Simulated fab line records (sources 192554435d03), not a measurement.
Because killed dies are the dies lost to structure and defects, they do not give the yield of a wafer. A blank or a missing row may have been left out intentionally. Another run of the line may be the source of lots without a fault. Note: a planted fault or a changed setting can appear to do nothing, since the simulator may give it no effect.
The tool behind it: which one? ; flow n5Finfet ; Sampling: 10 lots, 30 wafers, 6 of 1938 route steps

WHAT EACH GAUGE READ, for each wafer
N5_BEOL_M4_RC_MEAS_101.
lot;measured;on;DIBL_N (mV/V);DIBL_P (mV/V);IOFF_N (nA/um);IOFF_P (nA/um);ION_N (uA/um);ION_P (uA/um);SS_N (mV/dec);SS_P (mV/dec);VT_N (mV);VT_P (mV)
L622;day 8 19:02;prober-02;36.0 35.5 38.2;35.6 35.7 37.7;0.173 0.165 0.214;0.22 0.23 0.27;682 682 690;468 468 469;71.7 71.4 71.7;73.0 73.1 73.6;248 247 246;-247 -244 -242
L625;day 9 04:28;prober-01;33.5 33.3 34.0;33.1 32.9 33.4;0.131 0.129 0.138;0.17 0.17 0.16;676 670 675;461 453 460;71.2 71.2 70.9;72.3 73.0 73.1;249 251 253;-254 -255 -254
L626;day 9 06:34;prober-01;31.5 35.8 33.8;31.2 35.1 33.7;0.092 0.149 0.122;0.12 0.16 0.15;661 655 663;455 450 453;69.7 71.0 70.4;72.1 72.9 73.3;259 251 252;-260 -255 -256
L627;day 9 19:20;prober-02;33.6 31.6 31.3;34.0 31.3 31.5;0.139 0.109 0.106;0.22 0.18 0.18;672 659 655;467 467 457;71.6 70.8 70.6;73.1 71.9 71.9;250 252 253;-246 -249 -247
L629;day 10 21:08;prober-01;35.0 34.8 35.4;34.1 33.8 34.2;0.118 0.119 0.134;0.16 0.15 0.16;657 654 675;451 450 453;71.6 71.5 71.7;72.6 72.9 72.6;257 255 253;-256 -261 -255
L637;day 13 04:05;prober-01;34.3 37.8 39.0;32.9 37.6 37.7;0.113 0.182 0.201;0.21 0.30 0.29;654 681 676;457 475 466;70.6 71.5 72.7;72.9 73.5 74.2;259 249 249;-250 -243 -243
L639;day 12 22:56;prober-01;35.7 35.8 34.8;35.6 35.3 34.3;0.147 0.151 0.132;0.19 0.18 0.18;670 672 679;459 459 464;71.4 71.8 71.2;73.1 72.7 72.9;250 250 251;-254 -255 -254
L641;day 14 05:44;prober-01;33.6 36.4 33.3;33.2 36.0 32.2;0.113 0.156 0.106;0.18 0.22 0.16;655 676 656;462 475 455;70.6 71.6 70.8;72.5 73.7 71.9;253 252 255;-249 -248 -252
L642;day 14 18:48;prober-01;34.3 37.4 36.3;33.8 38.1 36.9;0.121 0.175 0.154;0.19 0.26 0.23;656 675 674;450 472 472;71.3 71.4 71.2;72.6 73.6 72.7;253 249 251;-251 -247 -250
L644;day 15 03:55;prober-01;37.5 35.5 36.4;36.4 34.0 35.6;0.162 0.135 0.157;0.26 0.23 0.25;673 673 677;469 466 476;71.4 71.0 71.7;73.5 73.5 74.0;252 251 250;-244 -247 -243

N5_PASSIVATION_OVL_MEAS_60.
lot;measured;on;TV_OVL (nm)
L622;day 13 21:35;overlay-02;-1 8 4
L625;day 14 04:22;overlay-02;0 4 0
L626;day 14 10:53;overlay-02;-4 9 -2
L627;day 14 14:07;overlay-02;3 3 6
L629;day 15 03:23;overlay-01;7 5 0
L637;day 17 16:41;overlay-02;9 9 2
L639;day 16 21:11;overlay-01;-6 -11 -9
L641;day 18 06:05;overlay-01;-6 -8 -6
L642;day 19 10:02;overlay-01;-14 5 -5
L644;day 19 18:33;overlay-02;13 16 7

N5_PASSIVATION_INSPECT_57: inspects for defects (macro).
lot;measured;on;rawDefectCount
L622;day 14 08:54;defectInspect-01;4 2 0
L625;day 14 13:55;defectInspect-02;2 4 4
L626;day 14 20:05;defectInspect-01;5 2 2
L627;day 14 21:14;defectInspect-01;5 1 2
L629;day 15 13:31;defectInspect-02;4 2 2
L637;day 18 01:43;defectInspect-01;1 3 2
L639;day 17 04:01;defectInspect-01;2 2 1
L641;day 18 13:07;defectInspect-02;1 0 1
L642;day 19 17:10;defectInspect-02;0 3 1
L644;day 20 02:42;defectInspect-02;2 0 1

TOOL THAT RAN EACH LOT (tool first, then ch and the chambers of the sampled wafers, then the start)
lot;N5_BEOL_M3_HM_DEP_02;N5_PASSIVATION_DESCUM_46;N5_PASSIVATION_PROBE_49
L622;pvdSputter-02, day 7 14:28;rieDiel-05 ch 1,3, day 14 05:30;-
L625;pvdSputter-03, day 8 04:29;rieDiel-06 ch 0,2,3, day 14 10:28;-
L626;pvdSputter-03, day 8 08:16;rieDiel-05 ch 0,1,3, day 14 16:40;-
L627;pvdSputter-01, day 8 21:26;rieDiel-06 ch 0,1,2, day 14 17:49;-
L629;pvdSputter-01, day 9 02:42;rieDiel-06 ch 0,2,3, day 15 10:07;prober-02, day 15 13:13
L637;pvdSputter-01, day 11 10:49;rieDiel-06 ch 0,1,2, day 17 22:18;prober-01, day 18 01:24
L639;pvdSputter-02, day 11 12:25;rieDiel-05 ch 0,1, day 17 00:37;prober-01, day 17 03:46
L641;pvdSputter-02, day 12 15:56;rieDiel-05 ch 0,2,3, day 18 09:43;-
L642;pvdSputter-02, day 12 22:03;rieDiel-05 ch 1,2,3, day 19 13:46;-
L644;pvdSputter-02, day 13 23:19;rieDiel-06 ch 1,2, day 19 23:19;-
- N5_BEOL_M3_HM_DEP_02: deposits TiN, target thk 20 nm.
- N5_PASSIVATION_DESCUM_46: chemistry O2, time 7.9 s.
- N5_PASSIVATION_PROBE_49

AS READ BY THE TOOLS THEMSELVES (means over the sampled wafers that have a number; for cases with no such wafer, the mark the record gives instead)
N5_BEOL_M3_HM_DEP_02.
lot;tool;throttleValvePct (%)
L622;pvdSputter-02;30.7
L625;pvdSputter-03;29.2
L626;pvdSputter-03;30.1
L627;pvdSputter-01;31.4
L629;pvdSputter-01;29.9
L637;pvdSputter-01;31.7
L639;pvdSputter-02;30.0
L641;pvdSputter-02;31.3
L642;pvdSputter-02;31.5
L644;pvdSputter-02;30.7

N5_PASSIVATION_DESCUM_46.
lot;tool;drypumpMotorCurrentA (A);oesProductAu (a.u.);rfVppV (V);showerheadPlenumPTorr (Torr);throttleValvePct (%)
L622;rieDiel-05;5.83;0.84;243.4;2.09;20.02
L625;rieDiel-06;5.53;0.83;244.5;2.17;20.12
L626;rieDiel-05;5.75;0.80;243.2;2.08;20.18
L627;rieDiel-06;5.66;0.79;242.8;2.13;20.28
L629;rieDiel-06;5.55;0.83;244.2;2.16;20.12
L637;rieDiel-06;5.65;0.77;243.6;2.13;20.33
L639;rieDiel-05;5.64;0.75;242.9;2.10;20.20
L641;rieDiel-05;5.86;0.75;243.1;2.07;20.44
L642;rieDiel-05;5.93;0.77;242.2;2.06;20.30
L644;rieDiel-06;5.71;0.76;242.8;2.12;20.21

N5_PASSIVATION_PROBE_49.
lot;tool;defectLimitedYield (%);killed_at_M0_to_M3;killed_at_M4_up;killedAtContacts;killedAtFrontEnd;killedAtOther;killedDies;killedOnRim;killedOpen;killedShort;sort_bin_5_function (%);sort_bin_6_memory (%);sortNPass;sortYieldPct (%)
L629;prober-02;90.3;50;10;10;42;2.0;114;12;77;32;5.2;4.0;1066;90.3
L637;prober-01;89.7;50;13;10;42;6.3;121;13;66;34;6.4;3.6;1059;89.7
L639;prober-01;90.2;48;16;19;32;2.0;116;15;82;32;5.9;3.7;1064;90.2

THE ANSWER, worked out from the rows above alone
Rule: usual is defined by the lots themselves. Put in order of their means at a reading, lots are off if they are a third of the lots or fewer, leave a main group of 4 or more, and stand apart from it by a gap of 3 or more times the standard deviation of the main group's means; of several such gaps the widest counts. A main group is skipped when, at the precision printed for the reading in the tables above, its means are all equal. Also off: a lot with no number at a reading for which 4 or more lots have one. Where the step has rows for the other lots, those lots are counted as sound. Order of review: gauges by route order, followed by the tools' own readings, for which a lot's mean as printed above is used. The first step at which some lot is off is used, and at that step the reading that is off furthest; a lot without a number counts as furthest.
Nothing can be told from this: no lot is off at any reading shown.

WHAT HAD BEEN PUT IN BY THE SIMULATOR
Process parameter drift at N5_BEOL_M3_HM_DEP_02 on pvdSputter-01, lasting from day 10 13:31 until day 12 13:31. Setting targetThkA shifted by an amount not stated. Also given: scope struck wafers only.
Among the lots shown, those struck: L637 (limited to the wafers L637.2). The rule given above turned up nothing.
